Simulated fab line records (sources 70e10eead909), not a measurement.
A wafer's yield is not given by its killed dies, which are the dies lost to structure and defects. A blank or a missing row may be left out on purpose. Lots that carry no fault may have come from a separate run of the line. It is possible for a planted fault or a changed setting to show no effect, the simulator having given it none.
Which of the tools did it? || flow nand-harc || 11 lots, 33 wafers sampled, at 5 steps of a route of 1302

WHAT THE GAUGES READ, wafer by wafer
NHARC_A_CONTACT_CD_MEAS_08 targets a cd of 200 nm.
{"lot": "L074", "measured": "day 22 22:45", "on": "cd-sem-02", "cd-nm (nm)": "199.7 198.5 199.8"}
{"lot": "L077", "measured": "day 23 01:51", "on": "cd-sem-03", "cd-nm (nm)": "199.7 199.4 200.0"}
{"lot": "L079", "measured": "day 23 21:53", "on": "cd-sem-01", "cd-nm (nm)": "199.8 199.1 200.1"}
{"lot": "L082", "measured": "day 25 09:07", "on": "cd-sem-02", "cd-nm (nm)": "198.6 198.7 199.5"}
{"lot": "L083", "measured": "day 25 21:04", "on": "cd-sem-03", "cd-nm (nm)": "199.5 199.9 200.0"}
{"lot": "L084", "measured": "day 27 13:23", "on": "cd-sem-01", "cd-nm (nm)": "198.3 198.4 198.7"}
{"lot": "L090", "measured": "day 29 02:14", "on": "cd-sem-02", "cd-nm (nm)": "200.2 200.2 200.4"}
{"lot": "L088", "measured": "day 29 07:57", "on": "cd-sem-02", "cd-nm (nm)": "200.0 199.0 199.7"}
{"lot": "L092", "measured": "day 30 02:42", "on": "cd-sem-03", "cd-nm (nm)": "200.7 199.1 200.0"}
{"lot": "L093", "measured": "day 30 08:27", "on": "cd-sem-03", "cd-nm (nm)": "199.7 199.8 199.7"}
{"lot": "L095", "measured": "day 30 16:40", "on": "cd-sem-01", "cd-nm (nm)": "200.0 199.2 199.1"}

WHICH TOOL RAN EACH LOT (tool, then ch and the chambers of the sampled wafers, then the start)
{"lot": "L074", "NHARC_A_CONTACT_ETCH_77": "rie-diel-13 ch 1,2, day 22 15:28 or earlier", "NHARC_A_CONTACT_ETCH_127": "har-cap-etch-01 ch 0,1, day 22 15:28", "NHARC_A_CONTACT_ETCH_97": "rie-diel-02 ch 2,3, day 22 22:07 or earlier", "NHARC_A_CONTACT_DEP_85": "pecvd-03 ch 0,1,2, day 22 22:07"}
{"lot": "L077", "NHARC_A_CONTACT_ETCH_77": "rie-diel-02 ch 2,3, day 22 19:24 or earlier", "NHARC_A_CONTACT_ETCH_127": "har-cap-etch-01 ch 0,1, day 22 19:24", "NHARC_A_CONTACT_ETCH_97": "rie-diel-05 ch 2,3, day 23 01:16 or earlier", "NHARC_A_CONTACT_DEP_85": "pecvd-04 ch 0,1, day 23 01:16"}
{"lot": "L079", "NHARC_A_CONTACT_ETCH_77": "rie-diel-13 ch 0,1,2, day 23 13:01 or earlier", "NHARC_A_CONTACT_ETCH_127": "har-cap-etch-03 ch 0,1, day 23 13:01", "NHARC_A_CONTACT_ETCH_97": "rie-diel-05 ch 1,2,3, day 23 21:10 or earlier", "NHARC_A_CONTACT_DEP_85": "pecvd-01 ch 0,1,2, day 23 21:10"}
{"lot": "L082", "NHARC_A_CONTACT_ETCH_77": "rie-diel-13 ch 0,2, day 25 02:04 or earlier", "NHARC_A_CONTACT_ETCH_127": "har-cap-etch-02 ch 0,1, day 25 02:04", "NHARC_A_CONTACT_ETCH_97": "rie-diel-05 ch 0,3, day 25 08:25 or earlier", "NHARC_A_CONTACT_DEP_85": "pecvd-04 ch 1,2, day 25 08:25"}
{"lot": "L083", "NHARC_A_CONTACT_ETCH_77": "rie-diel-02 ch 0,2, day 25 15:28 or earlier", "NHARC_A_CONTACT_ETCH_127": "har-cap-etch-01 ch 0,1, day 25 15:28", "NHARC_A_CONTACT_ETCH_97": "rie-diel-13 ch 0,1,2, day 25 20:22 or earlier", "NHARC_A_CONTACT_DEP_85": "pecvd-03 ch 0,1,2, day 25 20:22"}
{"lot": "L084", "NHARC_A_CONTACT_ETCH_77": "rie-diel-13 ch 1,2, day 27 06:11 or earlier", "NHARC_A_CONTACT_ETCH_127": "har-cap-etch-02 ch 0,1, day 27 06:11", "NHARC_A_CONTACT_ETCH_97": "rie-diel-13 ch 0,1,2, day 27 08:10", "NHARC_A_CONTACT_DEP_85": "pecvd-03 ch 0,2, day 27 12:40"}
{"lot": "L090", "NHARC_A_CONTACT_ETCH_77": "rie-diel-05 ch 1,3, day 28 20:02 or earlier", "NHARC_A_CONTACT_ETCH_127": "har-cap-etch-02 ch 0,1, day 28 20:02", "NHARC_A_CONTACT_ETCH_97": "rie-diel-13 ch 0,1, day 29 01:31 or earlier", "NHARC_A_CONTACT_DEP_85": "pecvd-04 ch 0,2, day 29 01:31"}
{"lot": "L088", "NHARC_A_CONTACT_ETCH_77": "rie-diel-13 ch 1,2, day 29 00:19 or earlier", "NHARC_A_CONTACT_ETCH_127": "har-cap-etch-01 ch 0, day 29 00:19", "NHARC_A_CONTACT_ETCH_97": "rie-diel-02 ch 0,1,3, day 29 07:16 or earlier", "NHARC_A_CONTACT_DEP_85": "pecvd-04 ch 0,1,2, day 29 07:16"}
{"lot": "L092", "NHARC_A_CONTACT_ETCH_77": "rie-diel-13 ch 1,3, day 29 21:17 or earlier", "NHARC_A_CONTACT_ETCH_127": "har-cap-etch-01 ch 0,1, day 29 21:17", "NHARC_A_CONTACT_ETCH_97": "rie-diel-13 ch 0,2, day 30 02:05 or earlier", "NHARC_A_CONTACT_DEP_85": "pecvd-01 ch 0,2, day 30 02:05"}
{"lot": "L093", "NHARC_A_CONTACT_ETCH_77": "rie-diel-13 ch 1,2, day 30 01:30 or earlier", "NHARC_A_CONTACT_ETCH_127": "har-cap-etch-03 ch 0,1, day 30 01:30", "NHARC_A_CONTACT_ETCH_97": "rie-diel-02 ch 0,2, day 30 07:47 or earlier", "NHARC_A_CONTACT_DEP_85": "pecvd-04 ch 0,2, day 30 07:47"}
{"lot": "L095", "NHARC_A_CONTACT_ETCH_77": "rie-diel-02 ch 0,3, day 30 11:19 or earlier", "NHARC_A_CONTACT_ETCH_127": "har-cap-etch-02 ch 0,1, day 30 11:19", "NHARC_A_CONTACT_ETCH_97": "rie-diel-13 ch 0,1, day 30 16:06 or earlier", "NHARC_A_CONTACT_DEP_85": "pecvd-03 ch 0,1, day 30 16:06"}
- NHARC_A_CONTACT_ETCH_77: etches the open film in CF4/CHF3, target depth 108.9 nm, time 54.5 s.
- NHARC_A_CONTACT_ETCH_127: etches the open film in C4F8/O2/Ar, time 197 s, target depth 1918 nm.
- NHARC_A_CONTACT_ETCH_97: etches the open film in C4F6/O2, target depth 20 nm, time 10 s.
- NHARC_A_CONTACT_DEP_85: deposits SiON, target thk 60 nm.

THE ANSWER, worked out from the rows above alone
Rule: what is usual is taken from the lots themselves. The widest of any qualifying gaps counts: lots, ordered by their means at a reading, are off when they make up no more than a third of the lots, leave a main group of 4 or more, and stand apart from it by 3 or more times the standard deviation of that group's means. Not used: any main group whose means are identical at the precision the tables above print for the reading. Also off: a lot with no number at a reading for which 4 or more lots have one. The other lots that the step has rows for count as sound.
Across all readings shown, no lot is off: no conclusion can be drawn from this.

WHAT THE SIMULATOR HAD INSERTED
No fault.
